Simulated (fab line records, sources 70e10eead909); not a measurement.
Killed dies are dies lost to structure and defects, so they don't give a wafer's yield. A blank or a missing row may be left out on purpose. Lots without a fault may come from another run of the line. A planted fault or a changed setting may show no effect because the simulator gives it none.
fab line records | flow nand_harc
record lots=24 wafers=72 last_day=33
route steps=1302 shown A_STAIRCASE@832 A_SGD_CUT@890
lots that met no fault: from a run of the same line without faults
start_h: hours from the record's first day to the start of the lot's first wafer shown | wait_h: hours since the lot's step before | " the same as in the row above | L1.1+2: a row that stands for several wafers | - no value, or no start given | * or withheld: withheld | < > ~ a bound
route shown NAME@n: a module of which the file shows steps, and the number in the route of the first | usual: mean/standard deviation of fault-free wafers | same: alike in all rows | chamber/n: place in a boat | sites: the reading at each site | _std_site: their standard deviation | _edge_site: outer sites' mean less inner sites' | radius_mm: how far each site lies from the wafer's centre | mask NAME#n: copy n | behind: the tool/chamber that last shaped the wafer | hold: why the lot was held/for how many hours/how that ended | device: the transistor (n, p or np) that didn't switch | end of line: the same wafers' tests at the end of the route | a step without rows: its recipe alone | killed: dies lost to structure and defects at the first sort, not the wafer's yield | map: a wafer's dies, x killed, . not, _ none there
set.NAME: the setting as run; set.NAME@STEP: as run at that earlier step | model.NAME: the simulator's own value behind a step, which no gauge read
steps of the route over a sample of lots; a table a step, a row a wafer
services: from which hour (start_h, from the record's first day; less than 0 if before it) a tool's chamber was out of use, for how many hours, and why
## steps
# step NHARC_A_STAIRCASE_HM_OPEN_463
# recipe o2_flow_sccm=400 cos_flow_sccm=20 ar_flow_sccm=0 rf_w=500 bias_w=300 chemistry=O2/COS
# usual drypump_motor_current_A=5.8/0.37 oes_product_au=0.998/0.007 rf_vpp_V=466/3.2 showerhead_plenum_p_Torr=3.07/0.15 throttle_valve_pct=28.330/0.009
# columns lot.wafer tool chamber start_h wait_h drypump_motor_current_A oes_product_au rf_hours_counter_h rf_vpp_V showerhead_plenum_p_Torr throttle_valve_pct
L074.3 rie_diel-04 3 - - 6.3 1.001 7 467 3.09 28.317
L074.1 " 1 " " 5.8 1.009 7 473 3.37 28.339
L074.6 " 3 " " 6.3 1.005 - 467 3.09 28.319
L076.4 rie_diel-04 1 - - 5.7 0.999 14 473 3.37 28.330
L076.2 " 2 " " 5.7 0.986 15 466 3.13 28.328
L076.3 " 0 " " 5.6 0.990 14 462 2.90 28.335
L075.3 rie_diel-04 0 - - 5.6 1.000 14 461 2.90 28.323
L075.6 " 3 " " 6.3 0.998 - 467 3.09 28.328
L075.5 " 0 " " 5.6 0.997 - 463 2.90 28.328
L077.4 rie_diel-04 3 - - 6.3 0.996 17 466 3.09 28.320
L077.3 " 0 " " 5.6 0.995 16 463 2.90 28.335
L077.5 " 0 " " 5.6 0.989 - 463 2.90 28.314
L078.3 rie_diel-07 2 - - 5.4 1.003 40 464 2.97 28.335
L078.2 " 3 " " 5.4 1.004 39 466 3.11 28.341
L078.6 " 0 " " 5.5 1.005 - 462 2.89 28.334
L079.1 rie_diel-12 3 - - 5.8 1.002 57 464 3.01 28.340
L079.2 " 0 " " 6.6 1.004 52 463 2.97 28.320
L079.6 " 0 " " 6.6 1.003 - 465 2.97 28.352
L080.4 rie_diel-07 2 - - 5.4 0.994 54 465 2.96 28.329
L080.1 " 3 " " 5.5 0.994 49 466 3.11 28.325
L080.5 " 0 " " 5.4 0.980 - 462 2.89 28.313
L081.4 rie_diel-04 0 - - 5.6 1.010 27 462 2.90 28.313
L081.1 " 2 " " 5.7 0.995 34 467 3.12 28.333
L081.6 " 3 " " 6.4 1.003 - 468 3.08 28.316
L082.2 rie_diel-07 2 - - 5.4 1.002 58 463 2.96 28.331
L082.5 " 0 " " 5.5 1.000 - 462 2.89 28.325
L082.6 " 1 " " 5.7 1.001 - 466 3.03 28.328
L085.4 rie_diel-07 1 - - 5.7 0.993 1 465 3.03 28.328
L085.1 " 2 " " 5.4 0.996 1 464 2.96 28.330
L085.5 " 1 " " 5.7 0.997 - 465 3.03 28.325
L083.2 rie_diel-12 1 - - 5.2 0.985 9 468 3.05 28.309
L083.6 " 1 " " 5.2 0.983 - 465 3.05 28.324
L083.4 " 2 " " 6.0 0.999 - 465 2.96 28.351
L084.4 rie_diel-07 0 - - 5.5 0.991 2 472 3.37 28.328
L084.3 " 1 " " 5.7 1.001 2 467 3.03 28.345
L084.5 " 3 " " 5.5 1.001 - 465 3.10 28.341
L086.2 rie_diel-12 1 - - 5.2 0.990 19 465 3.04 28.315
L086.3 " 2 " " 6.1 1.009 21 463 2.96 28.326
L086.4 " 3 " " 5.7 1.014 20 463 3.00 28.350
L087.2 rie_diel-12 3 - - 5.7 0.998 22 465 3.00 28.330
L087.4 " 0 " " 6.6 1.011 22 464 2.95 28.340
L087.3 " 1 " " 5.2 0.995 21 467 3.04 28.327
L088.3 rie_diel-12 3 - - 5.8 1.002 32 466 2.99 28.327
L088.4 " 0 " " 6.6 1.002 34 464 2.95 28.336
L088.6 " 2 " " 6.1 0.999 - 463 2.95 28.324
L089.4 rie_diel-04 2 - - 5.7 1.007 0 466 3.11 28.330
L089.5 " 2 " " 5.7 1.001 - 466 3.11 28.323
L089.6 " 3 " " 6.3 0.987 - 466 3.07 28.329
L091.2 rie_diel-04 0 - - 5.6 0.999 2 473 3.37 28.321
L091.3 " 1 " " 5.7 0.995 2 472 3.34 28.332
L091.5 " 1 " " 5.7 0.998 - 472 3.34 28.328
L090.4 rie_diel-12 3 - - 5.7 0.995 36 465 2.99 28.333
L090.1 " 2 " " 6.0 0.999 33 464 2.95 28.318
L090.6 " 0 " " 6.6 1.003 - 462 2.95 28.348
L092.4 rie_diel-07 0 - - 5.5 0.990 29 471 3.36 28.329
L092.3 " 1 " " 5.7 0.981 27 466 3.01 28.335
L092.5 " 2 " " 5.4 0.986 - 463 2.95 28.321
L093.2 rie_diel-07 3 - - 5.5 1.002 28 467 3.09 28.333
L093.1 " 1 " " 5.7 0.988 27 465 3.01 28.337
L093.3 " 2 " " 5.4 1.002 24 463 2.95 28.312
L094.2 rie_diel-07 1 - - 5.7 1.003 38 464 3.01 28.337
L094.3 " 0 " " 5.5 1.006 39 472 3.35 28.335
L094.5 " 2 " " 5.4 1.002 - 463 2.95 28.312
L095.3 rie_diel-04 1 - - 5.7 0.996 16 471 3.33 28.338
L095.5 " 3 " " 6.3 0.994 - 466 3.06 28.330
L095.6 " 0 " " 5.6 0.995 - 472 3.36 28.348
L096.2 rie_diel-04 0 - - 5.6 0.995 22 471 3.36 28.326
L096.3 " 3 " " 6.3 1.005 23 467 3.06 28.326
L096.6 " 0 " " 5.6 1.003 - 473 3.36 28.321
L097.3 rie_diel-12 3 - - 5.8 1.000 57 465 2.98 28.341
L097.6 " 1 " " 5.2 0.993 - 464 3.02 28.338
L097.5 " 2 " " 6.1 1.002 - 464 2.94 28.325
# step NHARC_A_STAIRCASE_DEP_322
# recipe target_thk_a=72000 temp_c=400 target_thk_nm=7200 teos_flow_sccm=200 rf_w=500 material=SiO2
# usual heater_power_w=635/80
# columns lot.wafer tool chamber start_h wait_h heater_power_w
L074.1 pecvd-01 0 411.66 0.1 736
L074.3 " 2 " " 661
L074.6 " 0 " " 590
L076.3 pecvd-02 1 430.72 0.2 694
L076.2 " 2 " " 581
L076.4 " 1 " " 607
L075.3 pecvd-01 2 430.72 0.2 640
L075.5 " 1 " " 540
L075.6 " 2 " " 548
L077.3 pecvd-01 1 444.00 0.1 673
L077.4 " 1 " " 553
L077.5 " 0 " " 600
L078.2 pecvd-02 0 454.69 0.1 749
L078.3 " 1 " " 738
L078.6 " 0 " " 640
L079.2 pecvd-04 1 465.47 0.1 677
L079.1 " 0 " " 656
L079.6 " 0 " " 600
L080.1 pecvd-04 0 478.17 0.1 622
L080.5 " 0 " " 605
L080.4 " 1 " " 597
L081.1 pecvd-02 2 485.40 0.1 532
L081.6 " 0 " " 623
L081.4 " 1 " " 588
L082.2 pecvd-04 1 491.34 0.2 732
L082.6 " 0 " " 592
L082.5 " 1 " " 602
L085.1 pecvd-02 0 506.86 0.1 706
L085.5 " 0 " " 621
L085.4 " 2 " " 472
L084.3 pecvd-04 1 506.86 0.1 757
L084.5 " 2 " " 676
L084.4 " 0 " " 604
L083.2 pecvd-04 1 522.07 0.1 690
L083.6 " 2 " " 657
L083.4 " 0 " " 607
L086.3 pecvd-01 0 534.37 0.2 720
L086.2 " 1 " " 651
L086.4 " 0 " " 608
L087.2 pecvd-02 2 545.81 0.2 589
L087.3 " 1 " " 639
L087.4 " 2 " " 471
L088.3 pecvd-01 2 564.36 0.2 577
L088.6 " 2 " " 549
L088.4 " 0 " " 615
L089.5 pecvd-02 2 564.56 0.4 476
L089.4 " 0 " " 623
L089.6 " 1 " " 604
L090.1 pecvd-02 2 575.22 0.1 571
L090.4 " 2 " " 476
L090.6 " 1 " " 604
L091.2 pecvd-01 1 575.22 0.1 625
L091.3 " 2 " " 651
L091.5 " 2 " " 555
L092.3 pecvd-01 1 594.55 0.2 640
L092.5 " 0 " " 620
L092.4 " 2 " " 563
L093.2 pecvd-04 2 602.47 0.1 696
L093.3 " 0 " " 649
L093.1 " 1 " " 650
L094.3 pecvd-02 0 627.24 0.1 641
L094.2 " 2 " " 551
L094.5 " 2 " " 480
L095.3 pecvd-04 1 627.24 0.1 749
L095.6 " 2 " " 703
L095.5 " 0 " " 600
L096.3 pecvd-04 0 646.33 0.2 636
L096.2 " 1 " " 800
L096.6 " 2 " " 682
L097.3 pecvd-02 0 646.42 0.3 683
L097.5 " 2 " " 477
L097.6 " 1 " " 655
# step NHARC_A_STAIRCASE_ETCHBACK_157
# recipe target_depth_a=900 over_etch_frac=0.3 time_s=167.14 ion_energy_ev=120 ch3f_flow_sccm=50 o2_flow_sccm=30 ar_flow_sccm=200 rf_w=500 bias_w=100 chemistry=CH3F/O2
# usual drypump_motor_current_A=5.7/0.37 oes_product_au=0.97/0.036 rf_vpp_V=243.9/1.8 showerhead_plenum_p_Torr=2.43/0.12 throttle_valve_pct=20.664/0.0093
# columns lot.wafer tool chamber start_h wait_h drypump_motor_current_A oes_product_au rf_hours_counter_h rf_vpp_V showerhead_plenum_p_Torr throttle_valve_pct
L074.1 rie_diel-07 1 434.85 0.2 5.7 0.92 42 241.7 2.39 20.665
L074.3 " 2 " " 5.4 0.91 43 241.9 2.34 20.661
L074.6 " 0 " " 5.5 0.93 - 242.4 2.27 20.664
L075.3 rie_diel-07 0 452.97 0.2 5.5 0.93 47 241.3 2.27 20.652
L075.6 " 2 " " 5.4 0.92 - 242.2 2.33 20.668
L075.5 " 3 " " 5.4 0.94 - 244.5 2.45 20.665
L076.3 rie_diel-07 3 455.50 0.2 5.4 0.94 49 245.2 2.45 20.671
L076.4 " 1 " " 5.7 0.93 53 244.3 2.38 20.671
L076.2 " 2 " " 5.4 0.93 55 242.2 2.33 20.657
L077.4 rie_diel-12 2 469.31 0.2 6.0 1.00 6 241.9 2.33 20.656
L077.3 " 0 " " 6.6 1.01 4 242.9 2.33 20.671
L077.5 " 1 " " 5.2 1.00 - 242.9 2.40 20.658
L078.2 rie_diel-12 3 476.78 0.2 5.8 1.01 11 243.2 2.36 20.671
L078.3 " 0 " " 6.6 1.01 9 243.1 2.33 20.654
L078.6 " 3 " " 5.8 1.01 - 242.9 2.36 20.664
L079.2 rie_diel-04 2 493.71 0.1 5.7 0.92 37 245.5 2.45 20.651
L079.1 " 1 " " 5.7 0.93 44 246.7 2.64 20.656
L079.6 " 2 " " 5.7 0.92 - 244.9 2.45 20.635
L081.1 rie_diel-07 3 506.66 0.3 5.5 1.00 8 244.5 2.44 20.658
L081.4 " 1 " " 5.7 1.00 8 242.1 2.38 20.672
L081.6 " 3 " " 5.4 1.01 - 245.1 2.44 20.649
L080.4 rie_diel-07 0 506.78 0.3 5.5 1.00 8 245.9 2.66 20.654
L080.1 " 3 " " 5.5 1.00 8 243.8 2.44 20.666
L080.5 " 1 " " 5.7 1.00 - 244.1 2.38 20.663
L082.2 rie_diel-12 3 516.53 0.2 5.8 0.99 22 240.9 2.36 20.669
L082.6 " 3 " " 5.7 1.00 - 242.0 2.36 20.668
L082.5 " 1 " " 5.1 1.00 - 241.7 2.39 20.679
L085.1 rie_diel-07 1 531.45 0.1 5.7 0.92 17 243.7 2.38 20.661
L085.4 " 3 " " 5.5 0.93 16 244.4 2.44 20.656
L085.5 " 1 " " 5.7 0.92 - 243.1 2.38 20.668
L084.3 rie_diel-04 2 531.68 0.2 5.7 1.00 49 243.2 2.45 20.676
L084.4 " 3 " " 6.3 0.94 62 243.3 2.41 20.666
L084.5 " 1 " " 5.7 0.93 - 246.5 2.64 20.665
L083.4 rie_diel-12 2 544.13 0.1 6.1 0.95 30 239.7 2.32 20.668
L083.2 " 3 " " 5.7 0.95 33 243.0 2.36 20.669
L083.6 " 2 " " 6.0 0.93 - 241.8 2.32 20.677
L086.3 rie_diel-04 2 557.40 0.1 5.6 1.00 6 244.4 2.45 20.685
L086.4 " 3 " " 6.3 1.01 7 243.6 2.41 20.663
L086.2 " 1 " " 5.7 0.99 6 246.5 2.63 20.658
L087.3 rie_diel-12 1 574.10 0.2 5.2 1.00 43 243.2 2.39 20.645
L087.4 " 2 " " 6.0 1.00 38 242.3 2.32 20.682
L087.2 " 3 " " 5.8 1.00 41 243.4 2.35 20.661
L089.4 rie_diel-12 3 587.44 0.2 5.7 1.01 45 242.1 2.35 20.660
L089.6 " 1 " " 5.2 1.01 - 243.2 2.38 20.663
L089.5 " 2 " " 6.0 1.00 - 244.0 2.32 20.667
L088.4 rie_diel-12 3 587.67 0.1 5.8 0.96 45 241.4 2.35 20.670
L088.3 " 0 " " 6.6 0.97 51 241.6 2.31 20.654
L088.6 " 0 " " 6.6 0.97 - 242.3 2.31 20.667
L090.1 rie_diel-07 0 597.41 0.2 5.5 1.01 39 246.7 2.64 20.683
L090.4 " 1 " " 5.7 1.00 39 242.7 2.37 20.661
L090.6 " 1 " " 5.7 1.00 - 243.8 2.37 20.669
L091.2 rie_diel-04 1 597.71 0.1 5.7 0.93 16 245.4 2.63 20.662
L091.3 " 3 " " 6.3 0.92 19 242.7 2.41 20.666
L091.5 " 2 " " 5.7 0.91 - 245.2 2.44 20.671
L092.3 rie_diel-04 2 619.46 0.2 5.6 0.93 25 244.3 2.44 20.661
L092.4 " 3 " " 6.3 0.95 24 244.6 2.41 20.665
L092.5 " 2 " " 5.7 0.93 - 244.0 2.44 20.656
L093.2 rie_diel-04 0 624.44 0.2 5.6 0.99 24 248.1 2.65 20.664
L093.1 " 2 " " 5.7 0.97 26 243.9 2.44 20.680
L093.3 " 3 " " 6.3 0.98 25 243.7 2.40 20.638
L095.3 rie_diel-04 3 653.17 0.2 6.3 0.92 32 242.5 2.40 20.667
L095.6 " 2 " " 5.7 0.91 - 243.7 2.43 20.672
L095.5 " 3 " " 6.3 0.91 - 243.0 2.40 20.666
L094.3 rie_diel-04 3 654.62 0.4 6.3 0.92 33 244.2 2.40 20.669
L094.2 " 2 " " 5.7 0.91 34 245.7 2.43 20.650
L094.5 " 3 " " 6.3 0.93 - 244.6 2.40 20.673
L097.3 rie_diel-12 1 671.36 0.2 5.1 1.00 13 241.9 2.37 20.657
L097.5 " 0 " " 6.6 1.01 - 243.1 2.30 20.661
L097.6 " 1 " " 5.2 1.00 - 242.8 2.37 20.677
L096.2 rie_diel-07 0 671.53 0.2 5.5 0.99 5 247.5 2.63 20.650
L096.3 " 1 " " 5.7 1.00 3 244.1 2.36 20.664
L096.6 " 0 " " 5.5 1.00 - 246.3 2.63 20.667
# step NHARC_A_SGD_CUT_DEP_00
# recipe target_thk_a=500 temp_c=400 target_thk_nm=50 flow_sccm=200 rf_w=450 material=SiNx
# usual heater_power_w=684/68
# columns lot.wafer tool chamber start_h wait_h heater_power_w
L074.1 pecvd-02 1 435.78 0.1 699
L074.3 " 0 " " 674
L074.6 " 0 " " 703
L075.3 pecvd-02 1 453.95 0.1 761
L075.5 " 2 " " 597
L075.6 " 1 " " 737
L076.2 pecvd-02 0 456.49 0.1 723
L076.3 " 1 " " 725
L076.4 " 2 " " 583
L077.3 pecvd-02 0 470.31 0.1 693
L077.5 " 1 " " 751
L077.4 " 0 " " 712
L078.2 pecvd-03 2 477.75 0.1 661
L078.3 " 1 " " 648
L078.6 " 1 " " 656
L079.1 pecvd-03 2 494.79 0.2 693
L079.2 " 0 " " 707
L079.6 " 2 " " 691
L081.1 pecvd-03 1 507.78 0.1 718
L081.6 " 2 " " 593
L081.4 " 0 " " 655
L080.1 pecvd-04 1 508.03 0.1 722
L080.5 " 2 " " 728
L080.4 " 1 " " 707
L082.2 pecvd-02 2 517.59 0.1 557
L082.6 " 0 " " 723
L082.5 " 2 " " 546
L085.1 pecvd-02 1 532.39 0.1 748
L085.5 " 1 " " 764
L085.4 " 2 " " 581
L084.3 pecvd-04 1 532.62 0.1 683
L084.5 " 2 " " 884
L084.4 " 0 " " 672
L083.2 pecvd-02 1 545.36 0.4 681
L083.4 " 2 " " 614
L083.6 " 0 " " 665
L086.3 pecvd-02 0 558.37 0.1 770
L086.2 " 2 " " 599
L086.4 " 0 " " 780
L087.2 pecvd-03 1 575.09 0.1 721
L087.3 " 0 " " 686
L087.4 " 0 " " 691
L089.6 pecvd-03 2 588.47 0.2 652
L089.4 " 0 " " 645
L089.5 " 1 " " 760
L088.3 pecvd-02 0 588.69 0.1 809
L088.4 " 1 " " 756
L088.6 " 2 " " 568
L090.1 pecvd-03 2 598.37 0.1 645
L090.4 " 0 " " 605
L090.6 " 1 " " 693
L091.3 pecvd-03 1 598.77 0.1 638
L091.2 " 0 " " 677
L091.5 " 0 " " 658
L092.3 pecvd-04 1 620.47 0.1 770
L092.4 " 2 " " 773
L092.5 " 0 " " 735
L093.1 pecvd-02 1 625.41 0.1 722
L093.2 " 2 " " 641
L093.3 " 0 " " 804
L095.3 pecvd-03 2 654.32 0.1 664
L095.5 " 0 " " 652
L095.6 " 2 " " 687
L094.3 pecvd-02 0 655.76 0.1 805
L094.2 " 1 " " 809
L094.5 " 2 " " 597
L097.3 pecvd-03 1 672.34 0.1 648
L097.5 " 0 " " 610
L097.6 " 2 " " 685
L096.2 pecvd-04 1 672.48 0.1 743
L096.3 " 1 " " 722
L096.6 " 0 " " 629
# step NHARC_A_SGD_CUT_INSPECT_11
# usual raw_defect_count=50/28
# columns lot.wafer tool chamber start_h wait_h raw_defect_count
L074.1 defect_inspect-01 - 436.62 0.0 63
L074.3 " - " " 57
L074.6 " - " " 51
L075.3 defect_inspect-01 - 454.74 0.0 48
L075.5 " - " " 62
L075.6 " - " " 43
L076.2 defect_inspect-02 - 457.33 0.0 68
L076.3 " - " " 76
L076.4 " - " " 66
L077.3 defect_inspect-02 - 471.10 0.0 62
L077.4 " - " " 50
L077.5 " - " " 55
L078.2 defect_inspect-02 - 478.59 0.0 15
L078.3 " - " " 18
L078.6 " - " " 12
L079.1 defect_inspect-02 - 495.64 0.0 57
L079.2 " - " " 55
L079.6 " - " " 74
L081.1 defect_inspect-01 - 508.62 0.0 19
L081.4 " - " " 11
L081.6 " - " " 24
L080.1 defect_inspect-02 - 508.82 0.0 124
L080.4 " - " " 124
L080.5 " - " " 104
L082.2 defect_inspect-01 - 518.26 0.0 70
L082.5 " - " " 81
L082.6 " - " " 73
L085.1 defect_inspect-02 - 533.23 0.0 16
L085.4 " - " " 14
L085.5 " - " " 9
L084.3 defect_inspect-02 - 533.47 0.0 96
L084.4 " - " " 91
L084.5 " - " " 88
L083.2 defect_inspect-01 - 546.21 0.0 85
L083.4 " - " " 69
L083.6 " - " " 76
L086.2 defect_inspect-01 - 559.10 0.0 22
L086.3 " - " " 20
L086.4 " - " " 19
L087.2 defect_inspect-02 - 575.94 0.0 63
L087.3 " - " " 52
L087.4 " - " " 55
L089.4 defect_inspect-02 - 589.13 0.0 96
L089.5 " - " " 72
L089.6 " - " " 82
L088.3 defect_inspect-02 - 589.36 0.0 17
L088.4 " - " " 22
L088.6 " - " " 16
L090.1 defect_inspect-01 - 599.10 0.0 55
L090.4 " - " " 43
L090.6 " - " " 61
L091.2 defect_inspect-01 - 599.61 0.0 59
L091.3 " - " " 80
L091.5 " - " " 56
L092.3 defect_inspect-02 - 621.13 0.0 58
L092.4 " - " " 60
L092.5 " - " " 66
L093.1 defect_inspect-02 - 626.13 0.0 46
L093.2 " - " " 65
L093.3 " - " " 70
L095.3 defect_inspect-01 - 654.98 0.0 7
L095.5 " - " " 5
L095.6 " - " " 7
L094.2 defect_inspect-02 - 656.49 0.0 12
L094.3 " - " " 9
L094.5 " - " " 13
L097.3 defect_inspect-02 - 673.04 0.0 35
L097.5 " - " " 27
L097.6 " - " " 32
L096.2 defect_inspect-01 - 673.41 0.0 54
L096.3 " - " " 42
L096.6 " - " " 38
# step NHARC_A_SGD_CUT_ETCH_15
# recipe target_depth_a=750 time_s=64.3 ch3f_flow_sccm=50 o2_flow_sccm=30 ar_flow_sccm=200 rf_w=500 bias_w=100 chemistry=CH3F/O2
# usual drypump_motor_current_A=5.5/0.38 oes_product_au=0.963/0.016 rf_vpp_V=263.7/2 showerhead_plenum_p_Torr=2.45/0.12 throttle_valve_pct=20.663/0.0083
# columns lot.wafer tool chamber start_h wait_h drypump_motor_current_A oes_product_au rf_hours_counter_h rf_vpp_V showerhead_plenum_p_Torr throttle_valve_pct
L074.3 rie_diel-08 2 - - 6.0 0.968 3 262.1 2.32 20.658
L074.1 " 3 " " 5.3 0.960 3 262.7 2.33 20.679
L074.6 " 2 " " 6.1 0.962 - 261.7 2.32 20.668
L075.3 rie_diel-08 2 - - 6.0 0.970 4 263.0 2.32 20.667
L075.6 " 1 " " 5.8 0.979 - 266.1 2.60 20.647
L075.5 " 2 " " 6.0 0.968 - 262.6 2.32 20.658
L076.2 rie_diel-10 0 - - 5.5 0.984 3 265.0 2.61 20.663
L076.4 " 1 " " 5.3 0.976 3 261.9 2.30 20.652
L076.3 " 3 " " 5.6 0.963 3 263.5 2.36 20.656
L077.3 rie_diel-01 3 - - 5.1 0.946 4 266.2 2.56 20.658
L077.4 " 1 " " 5.2 0.933 4 266.7 2.55 20.656
L077.5 " 2 " " 6.2 0.948 - 261.9 2.34 20.665
L078.3 rie_diel-10 3 - - 5.6 0.926 4 262.4 2.36 20.658
L078.2 " 0 " " 5.5 0.929 5 266.3 2.61 20.666
L078.6 " 2 " " 5.1 0.923 - 266.2 2.54 20.673
L079.2 rie_diel-08 1 - - 5.8 0.974 7 264.8 2.60 20.654
L079.1 " 0 " " 5.9 0.958 6 265.3 2.39 20.669
L079.6 " 1 " " 5.8 0.987 - 265.8 2.60 20.667
L081.4 rie_diel-08 1 - - 5.8 0.964 8 264.9 2.60 20.668
L081.1 " 2 " " 6.1 0.952 7 260.7 2.32 20.668
L081.6 " 2 " " 6.1 0.956 - 261.3 2.32 20.657
L080.4 rie_diel-01 2 - - 6.2 0.981 6 260.3 2.34 20.664
L080.1 " 3 " " 5.2 0.980 6 265.1 2.55 20.662
L080.5 " 3 " " 5.2 0.982 - 265.5 2.56 20.665
L082.2 rie_diel-01 3 - - 5.2 0.959 6 265.8 2.56 20.650
L082.6 " 2 " " 6.2 0.949 - 263.5 2.34 20.667
L082.5 " 3 " " 5.2 0.962 - 265.1 2.55 20.664
L085.1 rie_diel-10 2 - - 5.1 0.968 7 265.3 2.53 20.672
L085.4 " 1 " " 5.3 0.952 8 261.7 2.30 20.656
L085.5 " 3 " " 5.6 0.976 - 262.5 2.36 20.672
L084.3 rie_diel-08 2 - - 6.1 0.972 8 261.0 2.32 20.668
L084.4 " 1 " " 5.8 0.971 9 265.8 2.60 20.667
L084.5 " 2 " " 6.1 0.973 - 262.1 2.32 20.666
L083.4 rie_diel-01 1 - - 5.2 0.960 8 265.9 2.55 20.661
L083.2 " 3 " " 5.2 0.973 7 265.5 2.55 20.669
L083.6 " 1 " " 5.2 0.965 - 265.8 2.55 20.650
L086.2 rie_diel-10 3 - - 5.6 0.954 11 261.5 2.35 20.657
L086.3 " 2 " " 5.1 0.972 10 265.0 2.53 20.642
L086.4 " 0 " " 5.5 0.950 - 267.2 2.61 20.674
L087.4 rie_diel-08 3 - - 5.3 0.959 2 262.0 2.32 20.667
L087.2 " 1 " " 5.8 0.968 0 265.7 2.60 20.670
L087.3 " 2 " " 6.1 0.980 2 261.7 2.32 20.658
L089.4 rie_diel-01 0 - - 4.9 0.983 1 266.0 2.63 20.644
L089.6 " 1 " " 5.2 0.982 - 266.5 2.55 20.644
L089.5 " 2 " " 6.2 0.979 - 262.6 2.34 20.675
L088.3 rie_diel-10 0 - - 5.5 0.968 14 266.6 2.61 20.676
L088.4 " 1 " " 5.3 0.974 13 262.8 2.30 20.671
L088.6 " 0 " " 5.5 0.964 - 265.8 2.61 20.666
L090.1 rie_diel-01 1 - - 5.2 0.971 2 265.4 2.55 20.663
L090.4 " 1 " " 5.2 0.976 - 265.0 2.55 20.649
L090.6 " 3 " " 5.2 0.957 - 264.4 2.55 20.659
L091.3 rie_diel-08 3 - - 5.2 0.976 3 260.8 2.32 20.664
L091.2 " 1 " " 5.8 0.960 2 264.9 2.60 20.666
L091.5 " 2 " " 6.0 0.968 - 262.9 2.32 20.675
L092.3 rie_diel-10 2 - - 5.1 0.964 2 265.2 2.53 20.670
L092.4 " 0 " " 5.5 1.000 1 266.6 2.61 20.660
L092.5 " 2 " " 5.1 0.971 - 264.3 2.53 20.655
L093.3 rie_diel-10 1 - - 5.4 0.958 2 262.4 2.30 20.662
L093.2 " 2 " " 5.1 0.985 2 263.5 2.53 20.660
L093.1 " 0 " " 5.5 0.969 2 267.2 2.61 20.661
L095.3 rie_diel-08 2 - - 6.1 0.922 6 262.0 2.32 20.664
L095.5 " 0 " " 5.9 0.929 - 262.9 2.38 20.649
L095.6 " 1 " " 5.8 0.929 - 265.8 2.59 20.670
L094.2 rie_diel-08 2 - - 6.0 0.967 6 260.8 2.32 20.676
L094.3 " 3 " " 5.2 0.960 6 262.2 2.32 20.654
L094.5 " 3 " " 5.2 0.966 - 260.2 2.32 20.658
L097.3 rie_diel-08 1 - - 5.8 0.980 6 265.9 2.59 20.657
L097.5 " 0 " " 5.9 0.958 - 263.7 2.38 20.656
L097.6 " 1 " " 5.8 0.976 - 265.9 2.59 20.651
L096.3 rie_diel-10 1 - - 5.3 0.982 7 261.7 2.30 20.664
L096.2 " 2 " " 5.1 0.959 7 265.0 2.53 20.654
L096.6 " 3 " " 5.7 0.949 - 260.9 2.35 20.670
## services
# columns tool chamber start_h hours kind
rie_diel-04 3 404.45 2.5 repair
pecvd-02 - 408.00 13.0 pm
pecvd-04 - 418.74 1.6 repair
rie_diel-04 0 426.04 3.4 repair
rie_diel-12 2 438.16 1.7 repair
rie_diel-12 - 446.18 9.0 pm
rie_diel-04 3 449.41 4.5 repair
pecvd-04 - 450.51 13.0 pm
rie_diel-07 - 458.35 0.2 repair
rie_diel-04 0 461.58 9.0 repair
rie_diel-07 - 471.32 9.0 pm
rie_diel-12 3 485.08 3.3 repair
pecvd-04 2 495.69 3.8 repair
rie_diel-12 0 513.71 4.4 repair
rie_diel-07 2 523.08 4.5 repair
rie_diel-12 2 530.79 7.1 repair
rie_diel-04 - 532.15 9.0 pm
rie_diel-04 1 558.39 3.9 repair
pecvd-02 - 589.00 13.0 pm
rie_diel-07 2 603.01 4.5 repair
rie_diel-12 - 623.27 9.0 pm
rie_diel-07 2 625.11 9.1 repair
rie_diel-07 - 651.12 9.0 pm
rie_diel-12 - 654.28 0.7 repair
## key
fault none
